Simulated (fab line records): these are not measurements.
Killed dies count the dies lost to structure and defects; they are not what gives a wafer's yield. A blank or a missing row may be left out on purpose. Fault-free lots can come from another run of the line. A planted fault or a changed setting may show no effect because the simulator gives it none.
Matching of chambers -- flow nand_harc -- rie_diel-01 running NHARC_A_CHANNEL_FILL_D1_STRIP_28: 4 sister chambers
The step strips in O2, time 20 s. 20 wafers are shown with their chamber, then 10 later ones without.

## WAFERS WITH THEIR CHAMBER
wafer,chamber,showerhead_plenum_p_Torr (Torr),oes_product_au (a.u.),rf_vpp_V (V)
L074.1,3,3.67,0.996,58.0
L074.2,2,3.51,1.004,58.2
L074.6,3,3.67,1.002,59.6
L076.1,3,3.67,0.985,58.8
L076.2,0,3.35,1.001,56.2
L076.5,3,3.67,0.995,59.2
L078.2,2,3.50,0.995,56.8
L078.3,0,3.35,1.005,56.2
L078.6,1,3.62,1.020,57.7
L081.1,2,3.50,1.009,58.1
L081.3,1,3.62,1.008,57.6
L081.6,0,3.35,1.007,57.2
L083.1,2,3.50,1.000,57.9
L083.2,0,3.35,1.006,58.3
L083.5,0,3.35,1.003,56.3
L086.2,3,3.67,0.996,58.6
L086.3,1,3.62,1.012,57.0
L086.6,1,3.62,1.006,57.8
L087.1,2,3.50,0.999,56.9
L087.5,0,3.35,1.002,57.5

SIGNATURES (means of the wafers above)
reading,chamber 0,chamber 1,chamber 2,chamber 3,scatter within a chamber
showerhead_plenum_p_Torr,3.3500,3.6200,3.5020,3.6700,0.00224
oes_product_au,1.00400,1.01150,1.00140,0.99480,0.00504
rf_vpp_V,56.950,57.525,57.580,58.840,0.681
Rule: distance of a wafer from a chamber = root of the sum over the readings of ((wafer's reading minus chamber's mean) / reading's scatter) squared. If the next closest chamber is less than 2 further off than the closest, the wafer can't be placed; otherwise it belongs to the closest. The scatter: take each reading less its chamber's mean, square it, sum over the shown wafers, divide by the number of wafers less the number of chambers, and take the root.

## WAFERS WHOSE CHAMBER IS MISSING
wafer,showerhead_plenum_p_Torr (Torr),oes_product_au (a.u.),rf_vpp_V (V)
L087.6,3.61,1.006,57.2
L089.1,3.61,0.993,58.2
L089.3,3.35,1.013,57.3
L089.4,3.67,0.990,57.6
L090.2,3.61,1.011,58.4
L090.3,3.50,1.000,58.4
L090.6,3.50,1.003,57.9
L093.2,3.67,1.001,59.0
L093.3,3.35,0.996,55.8
L093.5,3.35,0.988,58.6

## WHICH CHAMBER EACH ONE RAN IN
wafer,from the rows above,in truth
L087.6,1,1
L089.1,1,1
L089.3,0,0
L089.4,3,3
L090.2,1,1
L090.3,2,2
L090.6,2,2
L093.2,3,3
L093.3,0,0
L093.5,0,0
Correct placement for 10 of the 10. Not placeable from these rows: 0. 0 placed wrongly.
